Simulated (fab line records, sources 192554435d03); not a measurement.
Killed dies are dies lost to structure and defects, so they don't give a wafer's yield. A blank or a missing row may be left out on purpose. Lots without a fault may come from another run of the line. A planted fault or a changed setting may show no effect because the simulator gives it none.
Split-lot experiment | flow n5_finfet | 7 lots, 21 wafers read, on a route of 1938 steps

THE SPLIT
At N5_BEOL_M8_TRENCH_ETCH_37 (etches SiCOH lowk in C4F6/O2, target depth 93.478 nm, time 31.2 s), the setting source_w was moved away from the recipe's 345 W on 11 of the 21 wafers read, by +8.4% to +17.4%. The other wafers ran this setting at the recipe's value.

FROM THE SPLIT TO THE READING: what the file shows between them, 11 steps
- N5_BEOL_M8_ETCH_41: etches SiCN in CH3F/O2, target depth 31.9 nm, time 57.8 s
- N5_BEOL_M8_STRIP_80: strips in N2/H2, time 10 s
- N5_BEOL_M8_OCD_MEAS_38
- N5_BEOL_M8_HM_STRIP_39: strips TiN in peroxide tin strip, target depth 25 nm, time 158 s
- N5_BEOL_M8_SRD_40: time 30 s
- N5_BEOL_M8_ECD_50: material Cu, target thk 300 nm
- N5_BEOL_M8_ANNEAL_51: time 90 s
- N5_BEOL_M8_CMP_52: polishes, stops on SiCOH lowk, t overpolish 6.9 s, target thk 80 nm
- N5_BEOL_M8_THK_MEAS_53: measures by xrf
- N5_BEOL_M8_PRE_CLEAN_55: time 15 s
- N5_BEOL_M8_DEP_56: deposits SiCN from 3MS/NH3, target thk 10 nm, time 17.5 s

THE READING
M8_RS, in ohm/sq, at N5_BEOL_M8_RS_MEAS_57 (measures by four-point-probe). Fault-free wafers of this fab line usually give 0.286 ohm/sq, standard deviation 0.0058 ohm/sq.

wafer  | tool, chamber at the split | source_w as run, W | against the recipe | M8_RS, ohm/sq | against lot-mates on the recipe
L074.2 | rie_diel-06, 3             | 379.1              | +9.9%              | 0.279         | -0.004
L074.3 | rie_diel-06, 0             | 345                | recipe             | 0.283         | -
L074.4 | rie_diel-06, 0             | 379.1              | +9.9%              | 0.275         | -0.008
L076.3 | rie_diel-05, 0             | 345                | recipe             | 0.279         | -
L076.4 | rie_diel-05, 1             | 383.5              | +11.2%             | 0.255         | -0.024
L076.6 | rie_diel-05, 1             | 383.5              | +11.2%             | 0.264         | -0.015
L080.3 | rie_diel-06, 2             | 345                | recipe             | 0.291         | -
L080.4 | rie_diel-06, 2             | 389.4              | +12.9%             | 0.271         | -0.020
L080.5 | rie_diel-06, 0             | 389.4              | +12.9%             | 0.268         | -0.023
L085.3 | rie_diel-06, 0             | 404.9              | +17.4%             | 0.263         | -0.024
L085.4 | rie_diel-06, 3             | 345                | recipe             | 0.287         | -
L085.5 | rie_diel-06, 0             | 404.9              | +17.4%             | 0.259         | -0.028
L088.4 | rie_diel-05, 0             | 403.7              | +17.0%             | 0.265         | -0.030
L088.5 | rie_diel-05, 0             | 345                | recipe             | 0.295         | -
L088.6 | rie_diel-05, 1             | 403.7              | +17.0%             | 0.260         | -0.035
L093.2 | rie_diel-05, 3             | 345                | recipe             | 0.288         | -
L093.3 | rie_diel-05, 0             | 374                | +8.4%              | 0.274         | -0.016
L093.5 | rie_diel-05, 1             | 345                | recipe             | 0.293         | -
L091.1 | rie_diel-06, 0             | 345                | recipe             | 0.289         | -
L091.2 | rie_diel-06, 1             | 345                | recipe             | 0.296         | -
L091.6 | rie_diel-06, 3             | 345                | recipe             | 0.291         | -

THE FIT
A straight line over all 21 wafers: M8_RS changes by -0.00167 ohm/sq for each +1% of source_w; r = -0.91; the points scatter about the line by 0.0057 ohm/sq.
The same after taking each lot's own level away (the mean of its wafers on the recipe; 21 wafers): -0.00164 ohm/sq for each +1%; r = -0.94; scatter 0.0045 ohm/sq.
On that fit, the largest move of source_w shifts the reading by 0.028 ohm/sq.
The lots' own levels span 0.2790 to 0.2950 ohm/sq, that is 2.8 times the standard deviation above.
So the lot-to-lot level changes the slope little: the two slopes agree.
Check: with one of the wafers moved furthest among these (+17.4%) left out of the fit, the line predicts -0.0287 ohm/sq for it against its lot-mates. It came out at -0.024 ohm/sq against them.
Tool readings at the split's step, against how far the setting was moved: rf_vpp_V r = -0.99.

THE WHOLE CHAIN: every reading that the file lists as answering this split, in the file's order
step                      | what it does                                                        | reading                                                                      | change (the file's fit)               | r (the file's)
N5_BEOL_M8_TRENCH_ETCH_37 | etches SiCOH lowk in C4F6/O2, target depth 93.478 nm, time 31.2 s   | rf_vpp_V                                                                     | -3.04 V for each +1% of the setting   | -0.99
N5_BEOL_M8_TRENCH_ETCH_37 | etches SiCOH lowk in C4F6/O2, target depth 93.478 nm, time 31.2 s   | BEOL_M8.feature_depth_nm (the simulator's own value, which no gauge read)    | +0.389 nm for each +1% of the setting | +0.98
N5_BEOL_M8_TRENCH_ETCH_37 | etches SiCOH lowk in C4F6/O2, target depth 93.478 nm, time 31.2 s   | etch.depth_nm (the simulator's own value, which no gauge read)               | +0.389 nm for each +1% of the setting | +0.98
N5_BEOL_M8_OCD_MEAS_38    |                                                                     | trench_depth_nm                                                              | +0.386 nm for each +1% of the setting | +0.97
N5_BEOL_M8_CMP_52         | polishes, stops on SiCOH lowk, t overpolish 6.9 s, target thk 80 nm | Cu_of_BEOL_M8_ECD_50.thk_nm (the simulator's own value, which no gauge read) | +0.401 nm for each +1% of the setting | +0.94
N5_BEOL_M8_THK_MEAS_53    | measures by xrf                                                     | M8_THK                                                                       | +0.387 for each +1% of the setting    | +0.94
N5_BEOL_M8_RS_MEAS_57     | measures by four-point-probe                                        | M8_RS                                                                        | -0.0016 for each +1% of the setting   | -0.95

THE FILE'S OWN FIT
M8_RS changes by -0.0016 ohm/sq for each +1% of source_w, r = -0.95.
